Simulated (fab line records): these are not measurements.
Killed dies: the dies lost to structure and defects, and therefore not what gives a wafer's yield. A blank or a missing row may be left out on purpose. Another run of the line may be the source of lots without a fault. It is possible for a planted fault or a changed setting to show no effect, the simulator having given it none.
fab line records    flow n5_finfet
[record] lots = 7  wafers = 39
route steps=1938 shown FIN_SAQP@138 SD_EPI_N@269 ILD0@343 MOL_CONTACT_COAG@586 BEOL_M0_SAQP@663 BEOL_M1@800 BEOL_M3@977 BEOL_M5@1157 BEOL_M6@1251 BEOL_M9@1460 BEOL_M12@1602 BEOL_M13@1692 BEOL_M15@1809 PASSIVATION@1936
start_h: start of the lot's first displayed wafer, in hours after the record's first day    wait_h: hours from the lot's prior step to this one    " the same as in the row above    L1.1+2: one row covering several wafers at once    - no value present, or no start provided    * or withheld: withheld    < > ~ a bound
route shown NAME@n: names a module that has steps shown in the file, with the first one's number in the route    usual: mean and standard deviation over wafers with no fault    same: alike in all rows    chamber/n: place in a boat    sites: readings site by site    _std_site: standard deviation across them    _edge_site: the outer-site mean with the inner-site mean subtracted    radius_mm: how far each site lies from the wafer's centre    mask NAME#n: copy n    behind: tool/chamber where the wafer was last shaped    hold: reason for holding the lot/hours on hold/outcome of the hold    device: names the non-switching transistor (n, p or np)    end of line: the route-end tests of the same wafers    a step without rows: its recipe alone    killed: dies that structure and defects cost at the first sort, which is not the same as the wafer's yield    map: per-die view of a wafer (x killed, . not killed, _ where there is no die)
set.NAME: setting as actually run; set.NAME@STEP: the setting as run at that earlier step    model.NAME: the simulator's own value behind a step, which no gauge read
lots where settings were altered on purpose, with a table for each step and a row for each wafer
[[steps]]
[step N5_FIN_SAQP_SPACER2_ALD_28]
[recipe] material = SiO2  target_thk_a = 81  temp_c = 300  ald_precursor_family = BDEAS  ald_co_reactant = O2-plasma  pulse_time_s = 1  purge_time_s = 2  co_reactant_purge_time_s = 2  pressure_torr = 2
[step N5_SD_EPI_N_DEVELOP_08]
[recipe] develop_time_s = 30  developer = TMAH  resist = CAR-ArF-block  dev_temp_c = 23  rinse_liquid = diw  dry = air_spin
[step N5_ILD0_ALD_15]
[recipe] material = SiNx  target_thk_a = 240  temp_c = 400  ald_precursor_family = SiH2I2  ald_co_reactant = N2/H2-plasma  pulse_time_s = 1  ald_cycles = 480  purge_time_s = 2  co_reactant_purge_time_s = 2  pressure_torr = 2
[step N5_MOL_CONTACT_COAG_VIA_ETCH_46]
[recipe] chemistry = C4F6/O2  target_depth_a = 460  overetch_a = 92  mask_material = SOC  target = SiO2  bias_w = 455  pressure_mtorr = 10  time_s = 40  source_w = 325  Ar_flow_sccm = 300  C4F6_flow_sccm = 10  O2_flow_sccm = 10  ion_energy_ev = 575.3  ends = end_point
[step N5_BEOL_M0_SAQP_SPACER1_ALD_98]
[recipe] material = SiO2  target_thk_a = 128  temp_c = 300  ald_precursor_family = BDEAS  ald_co_reactant = O2-plasma  pulse_time_s = 1  purge_time_s = 2  co_reactant_purge_time_s = 2  ald_cycles = 138  pressure_torr = 2
[step N5_BEOL_M1_TRENCH_ETCH_37]
[recipe] chemistry = C4F6/O2  target_depth_a = 552.07  target = SiOC  time_s = 29  ion_energy_ev = 250  pressure_mtorr = 30  source_w = 355  bias_w = 185  Ar_flow_sccm = 300  C4F6_flow_sccm = 10  O2_flow_sccm = 10
[step N5_BEOL_M3_VIA_ETCH_34]
[recipe] chemistry = C4F6/O2  target_depth_a = 694  mask_material = SOC  pressure_mtorr = 15  ion_energy_ev = 250  taper_deg = 4  time_s = 65.9  source_w = 350  bias_w = 170  Ar_flow_sccm = 300  C4F6_flow_sccm = 10  O2_flow_sccm = 10
[step N5_BEOL_M5_VIA_ETCH_34]
[recipe] chemistry = C4F6/O2  target = SiCOH_lowk  target_depth_a = 883  mask_material = SOC  taper_deg = 4  time_s = 39.2  ion_energy_ev = 250  pressure_mtorr = 30  source_w = 345  bias_w = 185  Ar_flow_sccm = 300  C4F6_flow_sccm = 10  O2_flow_sccm = 10
[step N5_BEOL_M6_ALD_77]
[recipe] material = TaN  target_thk_a = 20  temp_c = 275  ald_precursor_family = PDMAT  ald_co_reactant = NH3  pressure_torr = 3  carrier_flow_sccm = 1500  pulse_time_s = 2  purge_time_s = 3  co_reactant_purge_time_s = 2  co_reactant_pulse_time_s = 3  ald_cycles = 40  precursor_vessel_temp_c = 75  precursor_vessel_pressure_torr = 26.25  precursor_vessel_carrier_sccm = 1000
[step N5_BEOL_M9_CVD_78]
[recipe] material = Co  target_thk_a = 20  temp_c = withheld  precursor = CCTBA/H2  pressure_torr = 30  time_s = 138.9
[step N5_BEOL_M12_ILD_DEP_00]
[recipe] material = SiOC  target_thk_a = 6589.2  temp_c = 350  precursor = DEMS/O2  pressure_torr = 5  rf_w = 500  time_s = 130.7
[step N5_BEOL_M13_DESCUM_33]
[recipe] chemistry = O2  time_s = 7.9  source_power_w = 50  bias_power_w = 20  pressure_mtorr = 20  rf_frequency_hz = 2.712e+07  temp_c = 40  o2_flow_sccm = 225
[step N5_BEOL_M15_TRENCH_ETCH_34]
[recipe] chemistry = C4F8/O2/Ar  target = SiO2  target_depth_a = 8729.3  he_inner_torr = 15  he_outer_torr = 30  time_s = 199  ion_energy_ev = 800  pressure_mtorr = 20  source_w = 1905  bias_w = 2040  Ar_flow_sccm = 400  C4F8_flow_sccm = 16  O2_flow_sccm = 12
[step N5_PASSIVATION_PROBE_49]
[usual] killed_at_contacts = 12/5.6
lot.wafer  tool       chamber  start_h  wait_h  set.target_thk_a@FIN_SAQP_SPACER2_ALD_28  set.develop_time_s@SD_EPI_N_DEVELOP_08  set.ald_cycles@ILD0_ALD_15  set.target_depth_a@MOL_CONTACT_COAG_VIA_ETCH_46  set.ald_cycles@BEOL_M0_SAQP_SPACER1_ALD_98  set.target_depth_a@BEOL_M1_TRENCH_ETCH_37  set.time_s@BEOL_M3_VIA_ETCH_34  set.target_depth_a@BEOL_M5_VIA_ETCH_34  set.co_reactant_pulse_time_s@BEOL_M6_ALD_77  set.target_thk_a@BEOL_M9_CVD_78  set.time_s@BEOL_M12_ILD_DEP_00  set.time_s@BEOL_M13_DESCUM_33  set.target_depth_a@BEOL_M15_TRENCH_ETCH_34  killed_at_contacts
L074.1     prober-01  -        266.82   0.0     81                                        30                                      480                         460                                              138                                         552.07                                     65.9                            883                                     3                                            20                               130.7                           7.9                            8729.3                                      19
L074.2     prober-01  -        266.87   0.1     81                                        30                                      480                         460                                              138                                         552.07                                     65.9                            883                                     3                                            20                               130.7                           7.9                            8729.3                                      18
L074.6     prober-01  -        267.07   0.3     81                                        30                                      480                         460                                              138                                         552.07                                     65.9                            883                                     3                                            20                               130.7                           7.9                            8729.3                                      16
L075.1     prober-02  -        293.29   0.0     81                                        30                                      480                         460                                              81                                          552.07                                     42.43                           883                                     3                                            20                               75.26                           7.9                            8729.3                                      16
L075.2     prober-02  -        293.34   0.1     81                                        30                                      480                         460                                              81                                          644.8                                      65.9                            883                                     3                                            11.64                            75.26                           5.52                           4603                                        8
L075.3     prober-02  -        293.39   0.1     114                                       30                                      480                         460                                              138                                         552.07                                     65.9                            883                                     3                                            20                               130.7                           7.9                            8729.3                                      27
L075.4     prober-02  -        293.44   0.2     114                                       30                                      480                         460                                              138                                         644.8                                      65.9                            883                                     2.508                                        20                               75.26                           5.52                           4603                                        13
L075.5     prober-02  -        293.49   0.2     114                                       30                                      480                         460                                              81                                          552.07                                     42.43                           883                                     2.508                                        11.64                            130.7                           5.52                           8729.3                                      23
L075.6     prober-02  -        293.54   0.3     81                                        30                                      480                         460                                              138                                         644.8                                      42.43                           883                                     2.508                                        11.64                            130.7                           7.9                            4603                                        14
L076.1     prober-02  -        298.13   0.0     81                                        30                                      480                         347                                              173                                         552.07                                     37.8                            438.9                                   2.532                                        20                               130.7                           7.9                            6764                                        332
L076.2     prober-02  -        298.18   0.1     81                                        18.97                                   480                         347                                              138                                         849                                        65.9                            438.9                                   2.532                                        20                               130.7                           10.82                          8729.3                                      215
L076.3     prober-02  -        298.23   0.1     49                                        18.97                                   480                         460                                              173                                         849                                        37.8                            883                                     3                                            20                               130.7                           7.9                            8729.3                                      7
L076.4     prober-02  -        298.28   0.2     49                                        30                                      480                         460                                              173                                         552.07                                     65.9                            883                                     2.532                                        26.2                             130.7                           10.82                          6764                                        5
L076.5     prober-02  -        298.33   0.2     49                                        18.97                                   480                         347                                              138                                         552.07                                     37.8                            883                                     3                                            26.2                             130.7                           10.82                          6764                                        686
L076.6     prober-02  -        298.38   0.3     81                                        30                                      480                         460                                              138                                         849                                        65.9                            438.9                                   3                                            26.2                             130.7                           7.9                            8729.3                                      6
L080.1     prober-02  -        325.54   0.0     35.56                                     30                                      747                         460                                              214                                         552.07                                     38.88                           883                                     3.51                                         20                               130.7                           7.9                            8729.3                                      4
L080.2     prober-02  -        325.59   0.1     35.56                                     30                                      480                         460                                              138                                         423.2                                      65.9                            883                                     3.51                                         20                               160.6                           7.9                            10770                                       9
L080.3     prober-02  -        325.64   0.1     81                                        30                                      480                         211.2                                            138                                         552.07                                     38.88                           883                                     3                                            12.14                            160.6                           7.9                            8729.3                                      1088
L080.4     prober-02  -        325.69   0.2     81                                        46.87                                   480                         460                                              214                                         423.2                                      38.88                           1112                                    3                                            20                               160.6                           7.9                            8729.3                                      11
L080.5     prober-02  -        325.74   0.2     35.56                                     46.87                                   747                         211.2                                            138                                         423.2                                      65.9                            1112                                    3                                            12.14                            130.7                           7.9                            10770                                       1102
L080.6     prober-02  -        325.79   0.3     81                                        46.87                                   747                         211.2                                            214                                         552.07                                     65.9                            1112                                    3.51                                         12.14                            130.7                           7.9                            10770                                       1084
L085.1     prober-01  -        335.17   0.0     81                                        44.11                                   734                         460                                              138                                         552.07                                     88.63                           570.6                                   3                                            20                               130.7                           7.9                            8729.3                                      14
L085.2     prober-01  -        335.22   0.1     81                                        44.11                                   734                         188.3                                            168                                         552.07                                     65.9                            570.6                                   2.21                                         20                               130.7                           7.9                            11120                                       1088
L085.3     prober-01  -        335.27   0.1     81                                        30                                      480                         188.3                                            168                                         552.07                                     88.63                           883                                     3                                            9.006                            130.7                           7.9                            8729.3                                      1092
L085.4     prober-01  -        335.32   0.2     95.69                                     30                                      480                         188.3                                            138                                         552.07                                     88.63                           570.6                                   2.21                                         9.006                            69.66                           7.9                            11120                                       1091
L085.5     prober-01  -        335.37   0.2     95.69                                     44.11                                   480                         460                                              138                                         552.07                                     65.9                            883                                     3                                            20                               69.66                           7.9                            11120                                       9
L085.6     prober-01  -        335.42   0.3     95.69                                     30                                      734                         460                                              168                                         552.07                                     65.9                            883                                     2.21                                         9.006                            69.66                           7.9                            8729.3                                      12
L093.1     prober-01  -        395.72   0.0     81                                        30                                      656                         460                                              83                                          552.07                                     26.51                           883                                     3                                            20                               190.8                           7.9                            8729.3                                      12
L093.2     prober-01  -        395.77   0.1     61.62                                     46.9                                    480                         460                                              83                                          858.8                                      65.9                            581.2                                   1.57                                         20                               130.7                           7.9                            4825                                        6
L093.3     prober-01  -        395.82   0.1     81                                        46.9                                    656                         460                                              83                                          858.8                                      26.51                           883                                     3                                            20                               130.7                           7.9                            4825                                        13
L093.4     prober-01  -        395.87   0.2     61.62                                     46.9                                    656                         460                                              138                                         552.07                                     65.9                            581.2                                   3                                            20                               190.8                           7.9                            4825                                        9
L093.5     prober-01  -        395.92   0.2     81                                        30                                      480                         460                                              138                                         552.07                                     26.51                           581.2                                   1.57                                         20                               130.7                           7.9                            8729.3                                      17
L093.6     prober-01  -        395.97   0.3     61.62                                     30                                      480                         460                                              138                                         858.8                                      65.9                            883                                     1.57                                         20                               190.8                           7.9                            8729.3                                      14
L095.1     prober-02  -        425.30   0.0     81                                        16.68                                   241                         460                                              217                                         653.6                                      65.9                            883                                     4.179                                        20                               130.7                           7.9                            12860                                       4
L095.2     prober-02  -        425.35   0.1     49.14                                     30                                      480                         460                                              217                                         653.6                                      48.01                           883                                     4.179                                        29.88                            130.7                           7.9                            8729.3                                      5
L095.3     prober-02  -        425.40   0.1     49.14                                     16.68                                   241                         334.6                                            138                                         552.07                                     65.9                            883                                     4.179                                        29.88                            130.7                           5.685                          8729.3                                      486
L095.4     prober-02  -        425.45   0.2     81                                        30                                      241                         334.6                                            217                                         552.07                                     48.01                           883                                     3                                            20                               130.7                           7.9                            8729.3                                      622
L095.5     prober-02  -        425.50   0.2     49.14                                     16.68                                   480                         460                                              138                                         552.07                                     65.9                            883                                     3                                            20                               130.7                           5.685                          12860                                       4
L095.6     prober-02  -        425.55   0.3     81                                        30                                      480                         334.6                                            138                                         653.6                                      48.01                           883                                     3                                            29.88                            130.7                           5.685                          12860                                       390
// killed by level:class
L074.1 MOL_CONTACT_COAG:geometric_particle:open=16 FIN_SAQP:geometric_particle:open=10 BEOL_M1:geometric_particle:open=8 BEOL_M2:geometric_particle:open=7 BEOL_M5:geometric_particle:open=6 GATE_CUT:geometric_particle:short=5 FIN_SAQP:geometric_particle:short=4 BEOL_M4:geometric_particle:open=4
L074.2 FIN_SAQP:geometric_particle:open=21 MOL_CONTACT_COAG:geometric_particle:open=10 MOL_CONTACT_COAG:geometric_particle:short=8 BEOL_M4:geometric_particle:open=8 FIN_SAQP:geometric_particle:short=7 STI_FIN_REVEAL:geometric_particle:open=7 BEOL_M2:geometric_particle:short=4 GATE_CUT:geometric_particle:short=3
L074.6 MOL_CONTACT_COAG:geometric_particle:open=15 FIN_SAQP:geometric_particle:open=9 FIN_SAQP:geometric_particle:short=5 ILD0:geometric_particle:open=4 BEOL_M0_SAQP:geometric_particle:short=4 STI_FIN_REVEAL:geometric_particle:open=3 STARTING-WAFER:geometric_particle:open=3 DUMMY_GATE:geometric_particle:short=2
L075.1 BEOL_M0_SAQP:area_ald=1056 BEOL_M0_SAQP:geometric_particle:open=27 BEOL_M0_SAQP:geometric_particle:short=20 MOL_CONTACT_COAG:geometric_particle:open=14 FIN_SAQP:geometric_particle:open=12 BEOL_M4:geometric_particle:open=7 FIN_SAQP:geometric_particle:short=5 BEOL_M2:geometric_particle:open=5
L075.2 BEOL_M0_SAQP:area_ald=1078 FIN_SAQP:geometric_particle:open=12 BEOL_M0_SAQP:geometric_particle:short=11 STI_FIN_REVEAL:geometric_particle:open=10 BEOL_M0_SAQP:geometric_particle:open=9 MOL_CONTACT_COAG:geometric_particle:open=7 GATE_CUT:geometric_particle:open=6 BEOL_M2:geometric_particle:open=6
L075.3 MOL_CONTACT_COAG:geometric_particle:open=19 BEOL_M1:geometric_particle:short=12 MOL_CONTACT_COAG:geometric_particle:short=8 BEOL_M0_SAQP:geometric_particle:short=7 GATE_CUT:geometric_particle:short=6 BEOL_M1:geometric_particle:open=5 HKMG_FIN:area_etch=5 STI_FIN_REVEAL:geometric_particle:open=4
L075.4 BEOL_M15:area_ecd=81 FIN_SAQP:geometric_particle:open=20 BEOL_M0_SAQP:geometric_particle:short=15 BEOL_M4:geometric_particle:open=15 MOL_CONTACT_COAG:geometric_particle:open=12 FIN_SAQP:geometric_particle:short=9 STI_FIN_REVEAL:geometric_particle:open=7 BEOL_M2:geometric_particle:open=5
L075.5 BEOL_M0_SAQP:area_ald=1040 BEOL_M0_SAQP:geometric_particle:open=29 MOL_CONTACT_COAG:geometric_particle:open=19 BEOL_M0_SAQP:geometric_particle:short=18 STI_FIN_REVEAL:geometric_particle:open=11 FIN_SAQP:geometric_particle:open=10 FIN_SAQP:geometric_particle:short=6 GATE_CUT:geometric_particle:short=6
L075.6 BEOL_M15:area_ecd=79 BEOL_M0_SAQP:geometric_particle:open=16 STI_FIN_REVEAL:geometric_particle:open=14 BEOL_M0_SAQP:geometric_particle:short=14 BEOL_M4:geometric_particle:open=11 MOL_CONTACT_COAG:geometric_particle:open=10 FIN_SAQP:geometric_particle:open=9 BEOL_M3:geometric_particle:open=8
L076.1 BEOL_M0_SAQP:area_ald=767 MOL_CONTACT_COAG:area_etch=322 FIN_SAQP:geometric_particle:open=13 MOL_CONTACT_COAG:geometric_particle:open=9 STI_FIN_REVEAL:geometric_particle:open=8 BEOL_M3:geometric_particle:open=8 FIN_SAQP:geometric_particle:short=6 STARTING-WAFER:geometric_particle:short=5
L076.2 BEOL_M1:area_etch=818 MOL_CONTACT_COAG:area_etch=211 BEOL_M5:area_etch=47 STI_FIN_REVEAL:geometric_particle:open=15 FIN_SAQP:geometric_particle:open=12 BEOL_M0_SAQP:geometric_particle:short=10 BEOL_M3:geometric_particle:open=9 BEOL_M0_SAQP:geometric_particle:open=5
L076.3 BEOL_M0_SAQP:area_ald=1094 FIN_SAQP:geometric_particle:open=11 BEOL_M3:geometric_particle:open=11 STI_FIN_REVEAL:geometric_particle:open=8 BEOL_M0_SAQP:geometric_particle:short=8 BEOL_M0_SAQP:geometric_particle:open=8 MOL_CONTACT_COAG:geometric_particle:open=6 BEOL_M2:geometric_particle:open=5
L076.4 BEOL_M0_SAQP:area_ald=1098 FIN_SAQP:geometric_particle:open=11 STI_FIN_REVEAL:geometric_particle:open=8 BEOL_M0_SAQP:geometric_particle:open=7 BEOL_M2:geometric_particle:open=6 DUMMY_GATE:geometric_particle:open=4 ILD0:geometric_particle:open=4 BEOL_M0_SAQP:geometric_particle:short=4
L076.5 MOL_CONTACT_COAG:area_etch=677 MOL_CONTACT_COAG:geometric_particle:open=9 FIN_SAQP:geometric_particle:open=8 BEOL_M3:geometric_particle:open=8 DUMMY_GATE:geometric_particle:open=7 STARTING-WAFER:geometric_particle:open=5 STI_FIN_REVEAL:geometric_particle:open=4 BEOL_M0_SAQP:geometric_particle:open=4
L076.6 BEOL_M1:area_etch=1004 BEOL_M5:area_etch=98 BEOL_M3:geometric_particle:open=9 STI_FIN_REVEAL:geometric_particle:open=8 STARTING-WAFER:geometric_particle:open=7 FIN_SAQP:geometric_particle:open=6 DUMMY_GATE:geometric_particle:open=5 BEOL_M0_SAQP:geometric_particle:open=5
L080.1 BEOL_M0_SAQP:area_ald=1089 BEOL_M3:geometric_particle:open=10 FIN_SAQP:geometric_particle:short=9 GATE_CUT:geometric_particle:open=6 BEOL_M2:geometric_particle:open=6 BEOL_M4:geometric_particle:open=6 BEOL_M5:geometric_particle:open=4 DUMMY_GATE:geometric_particle:open=3
L080.2 FIN_SAQP:geometric_particle:short=10 BEOL_M0_SAQP:geometric_particle:open=9 FIN_SAQP:geometric_particle:open=8 GATE_CUT:geometric_particle:short=6 MOL_CONTACT_COAG:geometric_particle:open=6 BEOL_M2:geometric_particle:open=6 BEOL_M3:geometric_particle:open=6 BEOL_M4:geometric_particle:open=6
L080.3 MOL_CONTACT_COAG:area_etch=1084 FIN_SAQP:geometric_particle:short=9 FIN_SAQP:geometric_particle:open=8 BEOL_M1:geometric_particle:open=8 BEOL_M0_SAQP:geometric_particle:open=7 BEOL_M0_SAQP:geometric_particle:short=7 STARTING-WAFER:geometric_particle:open=5 BEOL_M3:geometric_particle:open=4
L080.4 BEOL_M0_SAQP:area_ald=1032 BEOL_M2:geometric_particle:open=27 FIN_SAQP:geometric_particle:short=12 BEOL_M0_SAQP:geometric_particle:open=12 MOL_CONTACT_COAG:geometric_particle:open=9 BEOL_M1:geometric_particle:open=9 BEOL_M0_SAQP:geometric_particle:short=8 BEOL_M2:geometric_particle:short=7
L080.5 MOL_CONTACT_COAG:area_etch=1095 GATE_CUT:geometric_particle:short=8 GATE_CUT:geometric_particle:open=7 FIN_SAQP:geometric_particle:open=6 MOL_CONTACT_COAG:geometric_particle:open=6 BEOL_M0_SAQP:geometric_particle:short=6 BEOL_M2:geometric_particle:open=5 BEOL_M0_SAQP:geometric_particle:open=4
L080.6 MOL_CONTACT_COAG:area_etch=1079 FIN_SAQP:geometric_particle:short=8 BEOL_M0_SAQP:geometric_particle:short=8 BEOL_M1:geometric_particle:open=8 BEOL_M2:geometric_particle:open=8 BEOL_M5:geometric_particle:open=7 STARTING-WAFER:geometric_particle:open=6 MOL_CONTACT_COAG:geometric_particle:open=5
L085.1 BEOL_M5:area_etch=1012 MOL_CONTACT_COAG:geometric_particle:open=12 BEOL_M2:geometric_particle:open=12 BEOL_M4:geometric_particle:short=11 BEOL_M1:geometric_particle:open=10 BEOL_M3:geometric_particle:open=8 BEOL_M0_SAQP:geometric_particle:open=7 BEOL_M0_SAQP:geometric_particle:short=6
L085.2 MOL_CONTACT_COAG:area_etch=1081 BEOL_M0_SAQP:geometric_particle:short=10 BEOL_M3:geometric_particle:open=10 BEOL_M2:geometric_particle:open=8 BEOL_M0_SAQP:geometric_particle:open=7 MOL_CONTACT_COAG:geometric_particle:open=7 STI_FIN_REVEAL:geometric_particle:open=6 BEOL_M2:geometric_particle:short=6
L085.3 MOL_CONTACT_COAG:area_etch=1070 MOL_CONTACT_COAG:geometric_particle:open=19 BEOL_M3:geometric_particle:open=12 BEOL_M2:geometric_particle:open=9 BEOL_M0_SAQP:geometric_particle:short=8 BEOL_M4:geometric_particle:short=8 FIN_SAQP:geometric_particle:open=7 FIN_SAQP:geometric_particle:short=6
L085.4 MOL_CONTACT_COAG:area_etch=1082 FIN_SAQP:geometric_particle:open=12 BEOL_M9:interface_void_opened=9 BEOL_M1:geometric_particle:open=9 BEOL_M3:geometric_particle:open=9 MOL_CONTACT_COAG:geometric_particle:open=8 STI_FIN_REVEAL:geometric_particle:open=5 BEOL_M3:geometric_particle:short=4
L085.5 STI_FIN_REVEAL:geometric_particle:open=13 BEOL_M0_SAQP:geometric_particle:open=8 MOL_CONTACT_COAG:geometric_particle:open=7 BEOL_M5:geometric_particle:open=7 FIN_SAQP:geometric_particle:short=5 BEOL_M2:geometric_particle:open=5 BEOL_M3:geometric_particle:open=5 FIN_SAQP:geometric_particle:open=4
L085.6 BEOL_M0_SAQP:area_ald=1069 BEOL_M3:geometric_particle:open=12 FIN_SAQP:geometric_particle:open=9 BEOL_M1:geometric_particle:open=9 MOL_CONTACT_COAG:geometric_particle:open=8 BEOL_M0_SAQP:geometric_particle:open=8 STI_FIN_REVEAL:geometric_particle:open=6 ILD0:geometric_particle:open=6
L093.1 BEOL_M0_SAQP:area_ald=1083 BEOL_M4:geometric_particle:open=11 BEOL_M1:geometric_particle:open=9 BEOL_M3:geometric_particle:open=9 MOL_CONTACT_COAG:geometric_particle:open=8 STI_FIN_REVEAL:geometric_particle:open=7 BEOL_M0_SAQP:geometric_particle:open=7 BEOL_M0_SAQP:geometric_particle:short=6
L093.2 BEOL_M0_SAQP:area_ald=1070 STI_FIN_REVEAL:geometric_particle:open=16 BEOL_M0_SAQP:geometric_particle:short=16 BEOL_M0_SAQP:geometric_particle:open=15 BEOL_M3:geometric_particle:open=9 FIN_SAQP:geometric_particle:short=8 GATE_CUT:geometric_particle:short=5 BEOL_M4:geometric_particle:open=5
L093.3 BEOL_M0_SAQP:area_ald=1077 STI_FIN_REVEAL:geometric_particle:open=13 MOL_CONTACT_COAG:geometric_particle:open=10 FIN_SAQP:geometric_particle:open=9 BEOL_M4:geometric_particle:open=7 BEOL_M1:geometric_particle:open=6 BEOL_M0_SAQP:geometric_particle:open=5 GATE_CUT:geometric_particle:open=5
L093.4 BEOL_M5:area_etch=1063 BEOL_M4:geometric_particle:open=18 BEOL_M0_SAQP:geometric_particle:open=12 BEOL_M0_SAQP:geometric_particle:short=9 MOL_CONTACT_COAG:geometric_particle:open=7 GATE_CUT:geometric_particle:short=5 STI_FIN_REVEAL:geometric_particle:open=4 BEOL_M0:geometric_particle:open=4
L093.5 BEOL_M3:area_etch=720 BEOL_M5:area_etch=390 MOL_CONTACT_COAG:geometric_particle:open=14 STI_FIN_REVEAL:geometric_particle:open=7 FIN_SAQP:geometric_particle:open=6 FIN_SAQP:geometric_particle:short=4 MOL_CONTACT_COAG:geometric_particle:short=3 BEOL_M1:geometric_particle:short=3
L093.6 BEOL_M1:area_etch=1037 MOL_CONTACT_COAG:geometric_particle:open=12 BEOL_M3:geometric_particle:open=10 BEOL_M4:geometric_particle:open=9 BEOL_M0_SAQP:geometric_particle:short=8 STI_FIN_REVEAL:geometric_particle:open=7 FIN_SAQP:geometric_particle:open=5 DUMMY_GATE:geometric_particle:open=5
L095.1 BEOL_M0_SAQP:area_ald=1099 BEOL_M2:geometric_particle:open=14 BEOL_M1:geometric_particle:open=8 BEOL_M4:geometric_particle:open=8 BEOL_M0_SAQP:geometric_particle:open=6 MOL_CONTACT_COAG:geometric_particle:open=4 BEOL_M0_SAQP:geometric_particle:short=4 BEOL_M2:geometric_particle:short=4
L095.2 BEOL_M0_SAQP:area_ald=1100 BEOL_M0_SAQP:geometric_particle:open=11 BEOL_M1:geometric_particle:open=9 BEOL_M0_SAQP:geometric_particle:short=7 BEOL_M2:geometric_particle:open=7 BEOL_M4:geometric_particle:open=7 FIN_SAQP:geometric_particle:short=5 FIN_SAQP:geometric_particle:open=3
L095.3 MOL_CONTACT_COAG:area_etch=472 BEOL_M2:geometric_particle:open=13 MOL_CONTACT_COAG:geometric_particle:open=12 BEOL_M0_SAQP:geometric_particle:short=9 FIN_SAQP:geometric_particle:open=8 BEOL_M3:geometric_particle:open=7 BEOL_M4:geometric_particle:open=6 FIN_SAQP:geometric_particle:short=5
L095.4 MOL_CONTACT_COAG:area_etch=611 BEOL_M0_SAQP:area_ald=475 BEOL_M2:geometric_particle:open=16 MOL_CONTACT_COAG:geometric_particle:open=9 BEOL_M4:geometric_particle:open=8 ILD0:geometric_particle:short=6 BEOL_M2:geometric_particle:short=6 BEOL_M3:geometric_particle:open=6
L095.5 FIN_SAQP:geometric_particle:short=10 STI_FIN_REVEAL:geometric_particle:open=8 BEOL_M2:geometric_particle:open=7 FIN_SAQP:geometric_particle:open=5 BEOL_M3:geometric_particle:open=5 BEOL_M5:geometric_particle:open=4 STARTING-WAFER:geometric_particle:short=4 ILD0:geometric_particle:open=3
L095.6 MOL_CONTACT_COAG:area_etch=384 FIN_SAQP:geometric_particle:short=11 FIN_SAQP:geometric_particle:open=8 BEOL_M2:geometric_particle:open=7 BEOL_M3:geometric_particle:open=7 BEOL_M4:geometric_particle:open=6 ILD0:geometric_particle:short=6 MOL_CONTACT_COAG:geometric_particle:open=6
[[key]]
[split] step = N5_FIN_SAQP_SPACER2_ALD_28  setting = target_thk_a  stated_as = 81
response none clear
[split] step = N5_SD_EPI_N_DEVELOP_08  setting = develop_time_s  stated_as = 30
response none clear
[split] step = N5_ILD0_ALD_15  setting = ald_cycles  stated_as = 480
response none clear
[split] step = N5_MOL_CONTACT_COAG_VIA_ETCH_46  setting = target_depth_a  stated_as = 460
[response] step = N5_PASSIVATION_PROBE_49  reading = killed_at_contacts  slope = -19  per = 1%  together_with = all  explained = 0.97
[split] step = N5_BEOL_M0_SAQP_SPACER1_ALD_98  setting = ald_cycles  stated_as = 138
response none clear
[split] step = N5_BEOL_M1_TRENCH_ETCH_37  setting = target_depth_a  stated_as = 552.07
response none clear
[split] step = N5_BEOL_M3_VIA_ETCH_34  setting = time_s  stated_as = 65.9
response none clear
[split] step = N5_BEOL_M5_VIA_ETCH_34  setting = target_depth_a  stated_as = 883
response none clear
[split] step = N5_BEOL_M6_ALD_77  setting = co_reactant_pulse_time_s  stated_as = 3
response none clear
[split] step = N5_BEOL_M9_CVD_78  setting = target_thk_a  stated_as = 20
response none clear
[split] step = N5_BEOL_M12_ILD_DEP_00  setting = time_s  stated_as = 130.7
response none clear
[split] step = N5_BEOL_M13_DESCUM_33  setting = time_s  stated_as = 7.9
response none clear
[split] step = N5_BEOL_M15_TRENCH_ETCH_34  setting = target_depth_a  stated_as = 8729.3
response none clear
